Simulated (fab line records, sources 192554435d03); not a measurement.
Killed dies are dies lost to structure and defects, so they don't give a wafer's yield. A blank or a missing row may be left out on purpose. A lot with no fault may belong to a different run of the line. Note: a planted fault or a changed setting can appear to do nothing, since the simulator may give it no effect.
Split-lot trial + flow n5-finfet + 21 wafers read across 7 lots, on a route 1938 steps long

## THE SPLIT
At N5_BEOL_M14_EXPOSE_25 (exposes mask M14, target cd 280 nm), the setting dose-mj was moved away from the recipe's 26.6 on 7 of the 21 wafers read, by -6.8% to -4.3%. This setting was run at the recipe's value on the other wafers.

## FROM THE SPLIT TO THE READING: what the file shows between them, 3 steps
- N5_BEOL_M14_PEB_26: peb time 90 s
- N5_BEOL_M14_DEVELOP_27: develop time 45 s
- N5_BEOL_M14_HARDBAKE_32: time 120 s

## THE READING
Shown in nm: cd-nm at N5_BEOL_M14_CD_MEAS_28, with target cd 284.4 nm. Fault-free wafers of this fab line usually give 284.6 nm, standard deviation 1.7 nm.

| wafer  | tool, chamber at the split | dose-mj as run | against the recipe | cd-nm, nm | against lot-mates on the recipe |
|--------|----------------------------|----------------|--------------------|-----------|---------------------------------|
| L076.1 | krf-scanner-01, 0          | 26.6           | recipe             | 287.3     | -                               |
| L076.5 | krf-scanner-01, 0          | 25.45          | -4.3%              | 279.2     | -8.1                            |
| L076.6 | krf-scanner-01, 0          | 25.45          | -4.3%              | 277.2     | -10.1                           |
| L078.2 | krf-scanner-02, 0          | 26.6           | recipe             | 286.3     | -                               |
| L078.3 | krf-scanner-02, 0          | 24.8           | -6.8%              | 273.2     | -13.1                           |
| L078.5 | krf-scanner-02, 0          | 24.8           | -6.8%              | 272.3     | -14.0                           |
| L088.1 | krf-scanner-02, 0          | 26.6           | recipe             | 285.0     | -                               |
| L088.3 | krf-scanner-02, 0          | 25.35          | -4.7%              | 277.3     | -8.2                            |
| L088.6 | krf-scanner-02, 0          | 26.6           | recipe             | 286.1     | -                               |
| L087.1 | krf-scanner-02, 0          | 26.6           | recipe             | 285.7     | -                               |
| L087.5 | krf-scanner-02, 0          | 26.6           | recipe             | 283.2     | -                               |
| L087.6 | krf-scanner-02, 0          | 26.6           | recipe             | 283.1     | -                               |
| L089.4 | krf-scanner-01, 0          | 26.6           | recipe             | 283.8     | -                               |
| L089.5 | krf-scanner-01, 0          | 25.13          | -5.5%              | 273.9     | -10.9                           |
| L089.6 | krf-scanner-01, 0          | 26.6           | recipe             | 285.8     | -                               |
| L091.1 | krf-scanner-01, 0          | 25.24          | -5.1%              | 276.5     | -8.6                            |
| L091.4 | krf-scanner-01, 0          | 26.6           | recipe             | 284.8     | -                               |
| L091.6 | krf-scanner-01, 0          | 26.6           | recipe             | 285.4     | -                               |
| L094.2 | krf-scanner-01, 0          | 26.6           | recipe             | 283.1     | -                               |
| L094.5 | krf-scanner-01, 0          | 26.6           | recipe             | 284.4     | -                               |
| L094.6 | krf-scanner-01, 0          | 26.6           | recipe             | 284.8     | -                               |

FIT RESULTS
A straight line over all 21 wafers: cd-nm changes by +1.75 nm for each +1% of dose-mj; r = +0.97; the points scatter about the line by 1.2 nm.
The same after taking each lot's own level away (the mean of its wafers on the recipe; 21 wafers): +1.95 nm for each +1%; r = +0.99; scatter 0.89 nm.
On that fit, the largest move of dose-mj shifts the reading by 13 nm.
The span of the lots' own levels, 284.00 to 287.30 nm, comes to 1.9 times the standard deviation stated above.
Thus the slope moves with the lot-to-lot level: the two fits are different.
Check: -13.2 nm against its lot-mates is what the line predicts for one of the wafers moved furthest among these (-6.8%) when that wafer is left out of the fit. Against them it came out at -13.1 nm.

## OTHER SPLITS ON THESE WAFERS
These wafers also went through other splits before the reading. Each is held against what the fit with the lots' levels taken away leaves over:
| other split on the same wafers    | wafers away from the commonest value | r with cd-nm (lot level and that fit taken away) |
|-----------------------------------|--------------------------------------|--------------------------------------------------|
| N5_BEOL_M9_TRENCH_ETCH_37 bias-w  | 3                                    | +0.08                                            |
| N5_BEOL_M10_VIA_ETCH_34 time-s    | 7                                    | -0.05                                            |
| N5_BEOL_M10_TRENCH_ETCH_37 time-s | 4                                    | +0.23                                            |
| N5_BEOL_M11_ETCH_41 time-s        | 6                                    | +0.15                                            |
| N5_BEOL_M12_EXPOSE_07 dose-mj     | 6                                    | +0.06                                            |
| N5_BEOL_M13_COAT_65 spin-rpm      | 8                                    | +0.48                                            |

## THE WHOLE CHAIN: every reading that the file lists as answering this split, in the file's order
| step                   | what it does                    | reading                                                         | change (the file's fit)              | r (the file's) |
|------------------------|---------------------------------|-----------------------------------------------------------------|--------------------------------------|----------------|
| N5_BEOL_M14_CD_MEAS_28 | target cd 284.4 nm              | cd-nm                                                           | +1.92 nm for each +1% of the setting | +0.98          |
| N5_BEOL_M14_DESCUM_33  | chemistry O2, time 7.9 s        | BEOL_M14.cd-nm (the simulator's own value, which no gauge read) | +1.91 nm for each +1% of the setting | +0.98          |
| N5_BEOL_M14_ETCH_68    | etches SOC in N2/H2, time 450 s | BEOL_M14.cd-nm (the simulator's own value, which no gauge read) | +1.84 nm for each +1% of the setting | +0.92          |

## THE FILE'S OWN FIT
cd-nm changes by +1.92 nm for each +1% of dose-mj, r = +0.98.
